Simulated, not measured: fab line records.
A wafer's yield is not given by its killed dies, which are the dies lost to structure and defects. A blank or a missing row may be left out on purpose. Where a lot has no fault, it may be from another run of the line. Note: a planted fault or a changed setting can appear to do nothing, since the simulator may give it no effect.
fab line records	flow n5-finfet
record lots=24	wafers=72	last-day=17
route steps=1938 shown SD_EPI_N@271 SD_EPI_P@308 ILD0@335 SDB@347
lots untouched by any fault: they come from a run of this same line in which no faults occurred
start-h: the number of hours between the record's first day and the start of the first shown wafer of the lot	wait-h: hours since the lot's step before	" repeats the value in the row above	L1.1+2: one row covering several wafers at once	- no value present, or no start provided	* or withheld: withheld	< > ~ a bound
route shown NAME@n: NAME is a module with steps in the file, n the number in the route of the first one	usual: mean/standard deviation of fault-free wafers	same: alike in all rows	chamber/n: place in a boat	sites: per-site readings	_std_site: the values' standard deviation	_edge_site: the outer-site mean with the inner-site mean subtracted	radius-mm: how far each site lies from the wafer's centre	mask NAME#n: copy n	behind: tool/chamber where the wafer was last shaped	hold: what put the lot on hold/how long, in hours/how the hold closed	device: transistor that didn't switch, given as n, p or np	end of line: the tests these same wafers got at the end of their route	a step given without rows: its recipe and nothing more	killed: dies that structure and defects cost at the first sort, which is not the same as the wafer's yield	map: a wafer's dies, marking killed ones x, the rest . and places with no die _
set.NAME: the setting the step ran with; set.NAME@STEP: the setting that earlier step ran with	model.NAME: the simulator's own value behind a step, which no gauge read
one table for each step of the route and one row for each wafer, over a sample of lots
services: the hour from which a tool's chamber was out of use, counted from the record's first day as start-h (under 0 if before that day), plus the number of hours and why
## steps
# step N5_SD_EPI_N_OVL_MEAS_10
# recipe points-per-wafer=44
# usual SD_N_BLK_OVL=0.1/0.73
lot.wafer	tool	chamber	start-h	wait-h	SD_N_BLK_OVL[nm]
L074.1	overlay-02	0	51.87	0.0	-0.3
L074.2	"	0	"	"	-1.2
L074.4	"	0	"	"	-0.5
L075.3	overlay-01	0	60.19	0.0	1.1
L075.4	"	0	"	"	0.2
L075.6	"	0	"	"	0.2
L076.1	overlay-01	0	61.35	0.0	0.4
L076.2	"	0	"	"	0.5
L076.4	"	0	"	"	0.2
L077.1	overlay-01	0	69.93	0.0	-0.5
L077.2	"	0	"	"	-0.1
L077.5	"	0	"	"	-1.0
L078.2	overlay-02	0	73.22	0.0	0.1
L078.3	"	0	"	"	-0.3
L078.5	"	0	"	"	0.3
L079.1	overlay-01	0	78.64	0.0	-1.0
L079.2	"	0	"	"	-0.7
L079.6	"	0	"	"	-0.1
L080.1	overlay-02	0	89.22	0.0	0.4
L080.2	"	0	"	"	1.0
L080.4	"	0	"	"	0.6
L081.2	overlay-02	0	90.70	0.0	1.0
L081.3	"	0	"	"	0.9
L081.6	"	0	"	"	1.0
L082.1	overlay-02	0	99.21	0.0	0.6
L082.2	"	0	"	"	0.0
L082.6	"	0	"	"	1.0
L083.1	overlay-02	0	102.79	0.0	1.3
L083.2	"	0	"	"	0.0
L083.5	"	0	"	"	0.5
L084.2	overlay-02	0	112.09	0.0	-0.7
L084.4	"	0	"	"	0.7
L084.5	"	0	"	"	0.1
L085.1	overlay-02	0	117.03	0.0	0.6
L085.3	"	0	"	"	0.7
L085.5	"	0	"	"	0.1
L086.1	overlay-01	0	123.26	0.0	0.5
L086.4	"	0	"	"	-1.0
L086.5	"	0	"	"	0.7
L087.1	overlay-02	0	127.22	0.0	0.1
L087.4	"	0	"	"	-0.4
L087.5	"	0	"	"	-0.3
L088.1	overlay-01	0	135.41	0.0	1.0
L088.3	"	0	"	"	1.6
L088.6	"	0	"	"	1.8
L089.3	overlay-01	0	139.56	0.0	0.0
L089.4	"	0	"	"	0.0
L089.6	"	0	"	"	-0.1
L090.4	overlay-01	0	143.33	0.0	-0.6
L090.5	"	0	"	"	-1.0
L090.6	"	0	"	"	-1.1
L091.2	overlay-02	0	150.45	0.0	-0.5
L091.3	"	0	"	"	-0.2
L091.5	"	0	"	"	-0.2
L092.2	overlay-01	0	156.20	0.0	1.4
L092.4	"	0	"	"	1.3
L092.5	"	0	"	"	1.5
L093.1	overlay-01	0	162.65	0.0	-1.1
L093.5	"	0	"	"	0.3
L093.6	"	0	"	"	0.0
L094.2	overlay-02	0	169.33	0.0	-0.1
L094.4	"	0	"	"	-0.2
L094.6	"	0	"	"	0.5
L095.1	overlay-01	0	174.16	0.0	0.5
L095.3	"	0	"	"	1.1
L095.5	"	0	"	"	-0.4
L096.2	overlay-02	0	180.82	0.0	-0.8
L096.4	"	0	"	"	-0.6
L096.6	"	0	"	"	-0.9
L097.2	overlay-01	0	187.39	0.0	-0.9
L097.3	"	0	"	"	-0.7
L097.4	"	0	"	"	-0.3
# step N5_SD_EPI_P_ETCH_37
# recipe chemistry=N2/H2	target=SOC	overetch-a=1080	mask-material=SiARC	temp-c=40	ion-energy-ev=100	source-w=3000	bias-w=133	pressure-mtorr=20	time-s=486	n2-flow-sccm=200	h2-flow-sccm=200	ends=end-point
# usual drypump-motor-current-A=5.5/0.43	h2-flow-sccm=200.0/0.6	oes-product-au=0.72/0.073	rf-fwd-power-W=2997/10	rf-vpp-V=240.9/1.5	showerhead-plenum-p-Torr=2.56/0.11	throttle-valve-pct=23.7/0.34
lot.wafer	tool	chamber	start-h	wait-h	drypump-motor-current-A	h2-flow-sccm	oes-product-au	rf-fwd-power-W	rf-hours-counter-h	rf-vpp-V	showerhead-plenum-p-Torr	throttle-valve-pct
L074.1	rie-diel-02	1	56.33	0.0	6.0	199.2	0.72	2994	109	239.0	2.43	23.3
L074.2	"	2	"	"	5.9	199.6	0.68	2993	164	240.4	2.52	23.9
L074.4	"	0	"	"	5.0	200.1	0.69	2991	132	239.9	2.53	23.4
L075.3	rie-diel-05	3	64.68	0.0	5.2	200.7	0.83	3017	11	241.0	2.62	24.0
L075.4	"	0	"	"	6.1	199.9	0.80	2973	37	242.0	2.60	23.6
L075.6	"	2	"	"	5.1	199.7	0.79	2999	-	243.4	2.71	23.8
L076.1	rie-diel-06	1	66.24	0.0	4.7	199.4	0.64	2997	194	240.6	2.50	23.5
L076.2	"	3	"	"	5.9	200.4	0.74	3013	101	239.3	2.34	23.3
L076.4	"	0	"	"	5.6	199.9	0.60	2989	241	240.9	2.61	23.5
L077.1	rie-diel-02	1	76.02	0.0	6.0	199.2	0.73	3006	115	240.6	2.43	23.3
L077.2	"	3	"	"	5.5	199.5	0.69	2997	119	243.3	2.67	24.1
L077.5	"	3	"	"	5.5	199.8	0.69	2996	-	242.1	2.67	24.1
L078.2	rie-diel-05	3	78.54	0.0	5.2	200.2	0.82	3003	16	243.3	2.62	24.0
L078.3	"	2	"	"	5.1	199.7	0.79	3002	38	243.2	2.71	23.8
L078.5	"	3	"	"	5.2	200.0	0.82	2999	-	241.8	2.62	24.0
L079.1	rie-diel-06	2	83.57	0.0	5.4	200.6	0.75	2991	58	242.9	2.68	23.6
L079.2	"	0	"	"	5.6	200.1	0.60	2985	246	240.5	2.61	23.5
L079.6	"	0	"	"	5.6	200.9	0.60	2972	-	241.0	2.61	23.5
L080.1	rie-diel-05	0	94.42	0.0	6.0	198.6	0.78	2989	43	240.8	2.59	23.6
L080.2	"	3	"	"	5.2	200.5	0.82	2999	20	242.2	2.62	24.1
L080.4	"	1	"	"	5.9	199.8	0.85	2987	12	242.4	2.62	24.4
L081.2	rie-diel-05	3	95.48	0.0	5.2	199.6	0.81	2988	21	239.8	2.62	24.1
L081.3	"	0	"	"	6.0	199.4	0.78	2991	44	242.4	2.59	23.6
L081.6	"	2	"	"	5.1	199.5	0.78	3009	-	242.1	2.71	23.8
L082.1	rie-diel-06	0	104.87	0.0	5.7	200.1	0.59	3011	253	240.1	2.60	23.5
L082.2	"	1	"	"	4.7	199.7	0.63	3027	206	240.8	2.50	23.5
L082.6	"	1	"	"	4.7	200.3	0.64	3019	-	240.1	2.50	23.5
L083.1	rie-diel-02	1	107.24	0.0	6.0	200.6	0.72	3015	122	238.1	2.43	23.3
L083.2	"	2	"	"	5.9	199.3	0.67	2986	177	240.2	2.51	23.9
L083.5	"	0	"	"	5.1	201.3	0.69	3001	-	239.8	2.52	23.4
L084.2	rie-diel-06	2	117.42	0.0	5.4	200.1	0.75	3002	69	241.6	2.68	23.6
L084.4	"	2	"	"	5.4	200.0	0.75	3002	-	242.3	2.68	23.6
L084.5	"	3	"	"	5.9	200.7	0.73	2987	-	239.1	2.33	23.3
L085.1	rie-diel-05	3	122.59	0.0	5.2	200.0	0.81	2978	28	240.6	2.61	24.0
L085.3	"	2	"	"	5.1	200.4	0.77	3000	50	243.1	2.70	23.8
L085.5	"	1	"	"	5.9	199.2	0.83	2993	-	242.2	2.62	24.4
L086.1	rie-diel-05	2	128.61	0.0	5.1	199.4	0.77	3009	52	240.9	2.70	23.8
L086.4	"	1	"	"	5.9	199.9	0.82	2994	23	241.2	2.61	24.5
L086.5	"	2	"	"	5.1	200.8	0.77	2994	-	242.7	2.70	23.8
L087.1	rie-diel-02	3	132.70	0.0	5.5	200.4	0.67	3010	137	242.1	2.66	24.1
L087.4	"	0	"	"	5.0	200.2	0.68	2995	155	239.8	2.52	23.4
L087.5	"	0	"	"	5.0	201.2	0.68	2980	-	241.8	2.52	23.5
L088.1	rie-diel-02	0	140.64	0.0	5.0	199.8	0.67	3000	159	241.9	2.51	23.5
L088.3	"	1	"	"	6.0	201.6	0.70	3000	134	240.2	2.42	23.3
L088.6	"	0	"	"	5.0	199.3	0.67	2994	-	240.0	2.52	23.5
L089.3	rie-diel-06	1	144.97	0.0	4.7	200.4	0.62	3012	222	239.3	2.49	23.5
L089.4	"	2	"	"	5.4	200.0	0.73	3003	80	242.3	2.67	23.6
L089.6	"	2	"	"	5.4	200.9	0.73	2996	-	242.9	2.67	23.6
L090.4	rie-diel-06	0	149.65	0.0	5.7	200.4	0.87	2989	6	240.7	2.60	23.4
L090.5	"	1	"	"	4.7	200.3	0.62	2989	-	241.0	2.49	23.5
L090.6	"	0	"	"	5.7	200.9	0.86	3002	-	240.6	2.60	23.4
L091.2	rie-diel-05	3	155.06	0.0	5.1	199.6	0.78	2988	39	240.2	2.61	24.1
L091.3	"	1	"	"	5.8	200.5	0.81	2998	31	241.3	2.61	24.5
L091.5	"	0	"	"	6.0	200.2	0.77	2985	-	241.8	2.59	23.6
L092.2	rie-diel-02	1	161.44	0.0	6.0	200.5	0.70	2985	140	239.1	2.42	23.3
L092.4	"	3	"	"	5.5	199.1	0.67	3004	144	242.4	2.66	24.2
L092.5	"	1	"	"	6.0	199.9	0.70	2995	-	240.8	2.42	23.4
L093.1	rie-diel-02	0	168.00	0.0	5.0	199.7	0.67	2979	167	239.5	2.51	23.5
L093.5	"	1	"	"	6.1	200.1	0.69	2995	-	240.2	2.42	23.3
L093.6	"	0	"	"	5.1	199.4	0.67	2977	-	239.4	2.51	23.5
L094.2	rie-diel-02	1	174.86	0.0	6.0	200.1	0.69	2982	145	240.0	2.42	23.3
L094.4	"	0	"	"	5.1	200.1	0.67	2994	169	240.3	2.51	23.5
L094.6	"	0	"	"	5.1	199.5	0.67	2989	-	240.5	2.51	23.5
L095.1	rie-diel-02	2	178.68	0.0	5.9	200.0	0.65	3020	201	239.3	2.50	23.9
L095.3	"	1	"	"	6.0	199.8	0.69	3010	147	239.9	2.42	23.3
L095.5	"	3	"	"	5.5	200.1	0.67	2990	-	242.3	2.66	24.2
L096.2	rie-diel-06	3	185.40	0.0	5.9	199.8	0.71	2986	141	237.2	2.33	23.3
L096.4	"	1	"	"	4.7	200.3	0.61	3005	235	240.1	2.49	23.6
L096.6	"	0	"	"	5.7	199.1	0.84	2993	-	240.8	2.60	23.4
L097.2	rie-diel-06	2	192.49	0.0	5.4	200.3	0.73	3015	94	242.3	2.67	23.6
L097.3	"	3	"	"	5.9	200.5	0.70	3007	143	238.3	2.32	23.3
L097.4	"	1	"	"	4.7	199.4	0.61	2984	236	239.5	2.49	23.6
# step N5_SD_EPI_P_EPI_MEAS_23
# recipe mode=xrd
# usual thk-nm=60.8/1.2
lot.wafer	tool	chamber	start-h	wait-h	thk-nm
L074.1	film-metro-02	-	59.81	1.8	62.1
L074.2	"	-	"	"	61.5
L074.4	"	-	"	"	60.2
L075.3	film-metro-02	-	69.00	1.5	62.0
L075.4	"	-	"	"	61.5
L075.6	"	-	"	"	61.2
L076.1	film-metro-02	-	69.72	1.8	59.8
L076.2	"	-	"	"	61.7
L076.4	"	-	"	"	60.3
L077.1	film-metro-01	-	80.31	2.4	63.9
L077.2	"	-	"	"	61.3
L077.5	"	-	"	"	59.8
L078.2	film-metro-02	-	82.02	1.5	59.5
L078.3	"	-	"	"	60.7
L078.5	"	-	"	"	59.0
L079.1	film-metro-02	-	87.02	1.8	60.2
L079.2	"	-	"	"	61.2
L079.6	"	-	"	"	62.5
L080.1	film-metro-02	-	98.75	2.4	59.8
L080.2	"	-	"	"	63.0
L080.4	"	-	"	"	58.7
L081.2	film-metro-02	-	98.93	1.5	62.1
L081.3	"	-	"	"	59.2
L081.6	"	-	"	"	62.5
L082.1	film-metro-02	-	109.16	2.4	60.9
L082.2	"	-	"	"	59.3
L082.6	"	-	"	"	60.1
L083.1	film-metro-02	-	111.42	2.4	60.6
L083.2	"	-	"	"	59.4
L083.5	"	-	"	"	62.0
L084.2	film-metro-01	-	121.73	2.0	58.9
L084.4	"	-	"	"	60.7
L084.5	"	-	"	"	61.9
L085.1	film-metro-01	-	126.04	1.8	59.3
L085.3	"	-	"	"	61.1
L085.5	"	-	"	"	60.7
L086.1	film-metro-02	-	132.91	2.4	62.8
L086.4	"	-	"	"	62.5
L086.5	"	-	"	"	60.1
L087.1	film-metro-02	-	136.99	2.4	59.8
L087.4	"	-	"	"	60.1
L087.5	"	-	"	"	58.6
L088.1	film-metro-01	-	144.94	2.4	63.0
L088.3	"	-	"	"	59.4
L088.6	"	-	"	"	61.6
L089.3	film-metro-01	-	150.38	2.0	60.8
L089.4	"	-	"	"	60.7
L089.6	"	-	"	"	60.1
L090.4	film-metro-01	-	153.12	0.8	60.0
L090.5	"	-	"	"	61.8
L090.6	"	-	"	"	59.3
L091.2	film-metro-01	-	158.51	1.5	60.4
L091.3	"	-	"	"	60.4
L091.5	"	-	"	"	59.8
L092.2	film-metro-02	-	164.89	1.5	60.9
L092.4	"	-	"	"	60.3
L092.5	"	-	"	"	60.5
L093.1	film-metro-02	-	172.29	2.4	61.4
L093.5	"	-	"	"	64.0
L093.6	"	-	"	"	60.2
L094.2	film-metro-01	-	179.19	2.0	61.8
L094.4	"	-	"	"	61.0
L094.6	"	-	"	"	57.9
L095.1	film-metro-01	-	182.13	1.8	60.8
L095.3	"	-	"	"	60.8
L095.5	"	-	"	"	60.6
L096.2	film-metro-01	-	188.88	1.5	57.4
L096.4	"	-	"	"	62.2
L096.6	"	-	"	"	61.2
L097.2	film-metro-02	-	195.94	1.5	61.3
L097.3	"	-	"	"	63.2
L097.4	"	-	"	"	61.6
# step N5_ILD0_LINER_00
# recipe material=SiNx	target-thk-a=40	temp-c=400	ald-precursor-family=SiH2I2	ald-co-reactant=N2/H2-plasma	pulse-time-s=1	purge-time-s=2	co-reactant-purge-time-s=2	ald-cycles=80	pressure-torr=2
# usual heater-power-w=828/82	precursor-pulse-height-rel=1.000/0.02
lot.wafer	tool	chamber	start-h	wait-h	heater-power-w	precursor-pulse-height-rel
L074.1	ald-sin-01	1	60.99	0.2	760	1.006
L074.2	"	0	"	"	970	0.995
L074.4	"	3	"	"	796	0.965
L075.3	ald-sin-01	1	70.09	0.0	747	1.013
L075.4	"	3	"	"	791	1.022
L075.6	"	2	"	"	855	0.995
L076.1	ald-sin-01	0	70.70	0.0	978	0.999
L076.2	"	1	"	"	770	0.996
L076.4	"	2	"	"	854	1.011
L077.1	ald-sin-03	0	81.27	0.0	777	0.999
L077.2	"	1	"	"	812	1.018
L077.5	"	3	"	"	927	0.994
L078.2	ald-sin-03	1	82.99	0.0	796	1.036
L078.3	"	2	"	"	779	0.995
L078.5	"	2	"	"	794	1.027
L079.1	ald-sin-03	1	87.98	0.0	787	1.008
L079.2	"	0	"	"	792	0.995
L079.6	"	2	"	"	794	0.965
L080.1	ald-sin-02	3	99.98	0.3	710	1.000
L080.2	"	2	"	"	774	0.989
L080.4	"	0	"	"	782	1.024
L081.2	ald-sin-03	2	100.30	0.4	772	0.973
L081.3	"	3	"	"	939	0.995
L081.6	"	3	"	"	947	0.999
L082.1	ald-sin-02	3	110.27	0.2	690	0.991
L082.2	"	1	"	"	937	1.000
L082.6	"	1	"	"	951	1.006
L083.1	ald-sin-01	2	112.42	0.0	853	0.985
L083.2	"	1	"	"	760	0.981
L083.5	"	2	"	"	848	0.997
L084.2	ald-sin-02	3	122.84	0.1	721	1.029
L084.4	"	2	"	"	774	1.012
L084.5	"	2	"	"	759	0.968
L085.1	ald-sin-02	0	127.03	0.1	783	0.974
L085.3	"	3	"	"	706	0.978
L085.5	"	3	"	"	712	0.983
L086.1	ald-sin-01	0	134.02	0.0	1018	1.009
L086.4	"	2	"	"	884	1.020
L086.5	"	1	"	"	742	1.014
L087.1	ald-sin-03	2	138.14	0.2	797	1.010
L087.4	"	3	"	"	946	1.022
L087.5	"	0	"	"	772	0.989
L088.1	ald-sin-01	1	146.00	0.0	759	0.983
L088.3	"	0	"	"	1011	0.964
L088.6	"	2	"	"	862	0.971
L089.3	ald-sin-02	1	151.36	0.0	950	0.975
L089.4	"	2	"	"	765	0.997
L089.6	"	0	"	"	811	0.992
L090.4	ald-sin-02	0	154.11	0.0	807	1.027
L090.5	"	0	"	"	769	0.998
L090.6	"	1	"	"	928	0.985
L091.2	ald-sin-03	0	160.00	0.6	802	1.005
L091.3	"	1	"	"	781	1.015
L091.5	"	3	"	"	908	1.001
L092.2	ald-sin-01	1	165.99	0.0	755	0.977
L092.4	"	3	"	"	792	0.998
L092.5	"	1	"	"	762	1.016
L093.1	ald-sin-03	1	173.28	0.0	796	1.001
L093.5	"	2	"	"	801	1.006
L093.6	"	1	"	"	797	0.990
L094.2	ald-sin-01	3	180.34	0.1	780	0.967
L094.4	"	3	"	"	791	1.031
L094.6	"	0	"	"	970	0.980
L095.1	ald-sin-03	1	184.23	1.2	796	1.028
L095.3	"	2	"	"	792	1.027
L095.5	"	3	"	"	959	0.973
L096.2	ald-sin-01	3	190.11	0.3	797	1.030
L096.4	"	2	"	"	855	0.999
L096.6	"	3	"	"	793	1.017
L097.2	ald-sin-01	0	197.03	0.0	978	1.000
L097.3	"	2	"	"	871	1.039
L097.4	"	0	"	"	971	0.966
# step N5_SDB_HM_DEP_00
# recipe material=SiNx	target-thk-a=400	temp-c=400	precursor=SiH4/NH3/N2	pressure-torr=1.5	rf-w=300	time-s=35.3
# usual heater-power-w=759/96	rf-fwd-power-W=298.1/1	showerhead-plenum-p-Torr=5.13/0.047	throttle-valve-pct=40.8/2.2
lot.wafer	tool	chamber	start-h	wait-h	heater-power-w	rf-fwd-power-W	showerhead-plenum-p-Torr	throttle-valve-pct
L074.1	pecvd-03	2	67.83	0.0	600	300.7	5.18	37.3
L074.2	"	1	"	"	724	297.6	5.15	41.9
L074.4	"	1	"	"	726	297.5	5.16	41.9
L075.3	pecvd-03	1	76.35	0.0	750	297.9	5.15	41.8
L075.4	"	1	"	"	737	297.8	5.16	42.4
L075.6	"	0	"	"	786	298.3	5.19	40.1
L076.1	pecvd-04	1	76.96	0.0	805	300.6	5.11	44.6
L076.2	"	0	"	"	582	298.2	5.12	41.9
L076.4	"	1	"	"	809	299.0	5.08	44.4
L077.1	pecvd-04	2	87.58	0.0	724	296.9	5.04	38.5
L077.2	"	1	"	"	830	298.9	5.10	44.4
L077.5	"	2	"	"	738	298.0	5.04	38.4
L078.2	pecvd-02	1	89.26	0.0	873	299.4	5.16	41.0
L078.3	"	2	"	"	904	298.3	5.09	38.3
L078.5	"	2	"	"	911	298.1	5.08	38.7
L079.1	pecvd-04	1	94.24	0.0	712	298.3	5.10	44.5
L079.2	"	2	"	"	662	297.2	5.03	38.7
L079.6	"	2	"	"	659	295.4	5.05	38.5
L080.1	pecvd-03	1	106.24	0.0	797	297.4	5.15	42.2
L080.2	"	0	"	"	796	298.3	5.19	40.2
L080.4	"	2	"	"	677	298.8	5.18	37.6
L081.2	pecvd-04	1	106.56	0.0	771	298.5	5.10	44.4
L081.3	"	2	"	"	704	298.4	5.03	38.4
L081.6	"	2	"	"	696	296.7	5.03	38.6
L082.1	pecvd-02	0	116.55	0.0	756	297.1	5.09	43.4
L082.2	"	1	"	"	841	297.5	5.15	40.9
L082.6	"	0	"	"	782	296.8	5.10	43.3
L083.1	pecvd-04	2	118.69	0.0	662	299.0	5.03	38.8
L083.2	"	1	"	"	821	296.2	5.10	44.4
L083.5	"	1	"	"	838	297.1	5.11	44.5
L084.2	pecvd-02	1	129.44	0.0	845	298.8	5.14	41.0
L084.4	"	1	"	"	676	299.1	5.15	40.9
L084.5	"	0	"	"	792	297.5	5.11	43.5
L085.1	pecvd-03	2	134.37	0.0	670	297.8	5.17	37.6
L085.3	"	1	"	"	795	297.6	5.15	42.2
L085.5	"	2	"	"	678	300.0	5.17	37.8
L086.1	pecvd-04	0	140.29	0.0	683	297.9	5.12	41.9
L086.4	"	2	"	"	671	297.0	5.04	38.8
L086.5	"	1	"	"	852	298.3	5.10	44.6
L087.1	pecvd-03	0	144.41	0.0	760	300.0	5.17	40.4
L087.4	"	2	"	"	621	297.9	5.17	37.7
L087.5	"	1	"	"	776	295.6	5.16	41.8
L088.1	pecvd-02	0	152.27	0.0	874	298.8	5.11	43.6
L088.3	"	1	"	"	863	299.8	5.13	40.8
L088.6	"	1	"	"	845	297.8	5.14	40.8
L089.3	pecvd-03	2	157.64	0.1	606	298.5	5.18	37.9
L089.4	"	0	"	"	661	299.6	5.20	40.2
L089.6	"	0	"	"	653	297.4	5.20	40.5
L090.4	pecvd-02	0	160.65	0.1	855	299.3	5.09	43.3
L090.5	"	0	"	"	852	298.6	5.10	43.4
L090.6	"	2	"	"	883	297.4	5.10	38.7
L091.2	pecvd-02	0	166.25	0.0	885	298.4	5.10	43.5
L091.3	"	1	"	"	818	298.2	5.15	41.1
L091.5	"	2	"	"	868	296.9	5.09	38.7
L092.2	pecvd-03	1	172.26	0.0	671	297.8	5.15	41.9
L092.4	"	1	"	"	683	297.1	5.15	42.1
L092.5	"	2	"	"	585	299.7	5.17	37.6
L093.1	pecvd-03	1	180.90	0.0	746	295.9	5.15	41.8
L093.5	"	1	"	"	731	296.2	5.16	42.2
L093.6	"	0	"	"	649	298.5	5.18	40.7
L094.2	pecvd-02	1	187.19	0.0	825	297.4	5.15	40.9
L094.4	"	1	"	"	850	297.2	5.15	41.1
L094.6	"	2	"	"	898	296.9	5.10	38.9
L095.1	pecvd-02	1	190.49	0.0	784	299.3	5.15	41.2
L095.3	"	2	"	"	931	297.9	5.10	38.8
L095.5	"	0	"	"	826	296.8	5.10	43.6
L096.2	pecvd-03	1	196.38	0.0	757	296.2	5.16	42.2
L096.4	"	2	"	"	667	298.0	5.19	37.9
L096.6	"	1	"	"	742	299.0	5.15	42.1
L097.2	pecvd-04	1	203.29	0.0	819	298.3	5.09	44.6
L097.3	"	2	"	"	663	297.6	5.03	38.9
L097.4	"	1	"	"	828	297.6	5.10	44.7
# step N5_SDB_CD_MEAS_11
# recipe target-cd-nm=50	landing-energy-ev=500	detector=se-inlens	polarity=opening
# usual cd-nm=49.4/1.6
lot.wafer	tool	chamber	start-h	wait-h	cd-nm
L074.1	cd-sem-01	0	68.16	-	49.8
L074.2	"	0	"	"	50.1
L074.4	"	0	"	"	50.7
L075.3	cd-sem-02	0	76.81	-	48.7
L075.4	"	0	"	"	50.8
L075.6	"	0	"	"	52.2
L076.1	cd-sem-01	0	77.41	-	49.3
L076.2	"	0	"	"	49.1
L076.4	"	0	"	"	51.1
L077.1	cd-sem-02	0	88.03	-	51.2
L077.2	"	0	"	"	52.2
L077.5	"	0	"	"	49.2
L078.2	cd-sem-03	0	89.71	-	50.5
L078.3	"	0	"	"	49.2
L078.5	"	0	"	"	48.6
L079.1	cd-sem-03	0	94.69	-	46.2
L079.2	"	0	"	"	48.4
L079.6	"	0	"	"	48.2
L080.1	cd-sem-01	0	106.69	-	49.5
L080.2	"	0	"	"	48.1
L080.4	"	0	"	"	47.3
L081.2	cd-sem-01	0	107.01	-	46.8
L081.3	"	0	"	"	46.5
L081.6	"	0	"	"	46.8
L082.1	cd-sem-02	0	116.87	-	48.1
L082.2	"	0	"	"	48.7
L082.6	"	0	"	"	49.6
L083.1	cd-sem-03	0	119.14	-	49.7
L083.2	"	0	"	"	49.2
L083.5	"	0	"	"	48.8
L084.2	cd-sem-02	0	129.89	-	51.0
L084.4	"	0	"	"	48.1
L084.5	"	0	"	"	47.9
L085.1	cd-sem-03	0	134.82	-	47.5
L085.3	"	0	"	"	48.9
L085.5	"	0	"	"	47.3
L086.1	cd-sem-01	0	140.74	-	50.4
L086.4	"	0	"	"	48.1
L086.5	"	0	"	"	50.3
L087.1	cd-sem-01	0	144.86	-	50.5
L087.4	"	0	"	"	51.9
L087.5	"	0	"	"	49.5
L088.1	cd-sem-02	0	152.72	-	50.0
L088.3	"	0	"	"	50.3
L088.6	"	0	"	"	50.8
L089.3	cd-sem-02	0	157.97	-	48.8
L089.4	"	0	"	"	46.9
L089.6	"	0	"	"	48.8
L090.4	cd-sem-03	0	160.98	-	50.0
L090.5	"	0	"	"	46.9
L090.6	"	0	"	"	46.6
L091.2	cd-sem-02	0	166.58	-	48.6
L091.3	"	0	"	"	51.4
L091.5	"	0	"	"	48.6
L092.2	cd-sem-02	0	172.71	-	51.5
L092.4	"	0	"	"	50.2
L092.5	"	0	"	"	51.3
L093.1	cd-sem-02	0	181.35	-	49.2
L093.5	"	0	"	"	51.9
L093.6	"	0	"	"	48.1
L094.2	cd-sem-02	0	187.51	-	52.2
L094.4	"	0	"	"	49.5
L094.6	"	0	"	"	49.0
L095.1	cd-sem-01	0	190.82	-	47.6
L095.3	"	0	"	"	47.2
L095.5	"	0	"	"	50.1
L096.2	cd-sem-02	0	196.84	-	48.5
L096.4	"	0	"	"	49.2
L096.6	"	0	"	"	47.9
L097.2	cd-sem-02	0	203.77	-	48.7
L097.3	"	0	"	"	48.0
L097.4	"	0	"	"	48.5
## services
tool	chamber	start-h	hours	kind
rie-diel-02	3	33.27	5.6	repair
rie-diel-02	1	40.12	7.8	repair
rie-diel-02	-	44.13	2.8	pm
pecvd-04	0	50.99	5.5	scheduled-down
ald-sin-02	3	53.36	14.6	repair
rie-diel-05	0	73.14	6.9	repair
rie-diel-02	2	79.85	2.1	repair
pecvd-04	-	98.89	2.7	repair
rie-diel-06	0	110.30	-	clean
rie-diel-06	0	110.30	-	consumable-replace:focus-ring
rie-diel-06	0	110.30	20.4	scheduled-down
rie-diel-06	0	110.30	20.4	vent-cycle
pecvd-02	-	130.66	0.8	repair
rie-diel-02	3	135.96	8.7	repair
ald-sin-02	-	157.23	6.1	pm
pecvd-02	1	160.51	5.0	scheduled-down
pecvd-03	-	164.72	2.6	repair
ald-sin-02	1	167.07	5.7	repair
ald-sin-01	2	170.46	11.1	repair
pecvd-03	0	172.87	5.5	scheduled-down
ald-sin-02	-	176.75	14.0	pm
ald-sin-01	1	193.80	28.9	repair
pecvd-04	0	198.77	11.6	repair
ald-sin-03	2	199.00	3.5	repair
## key
fault none
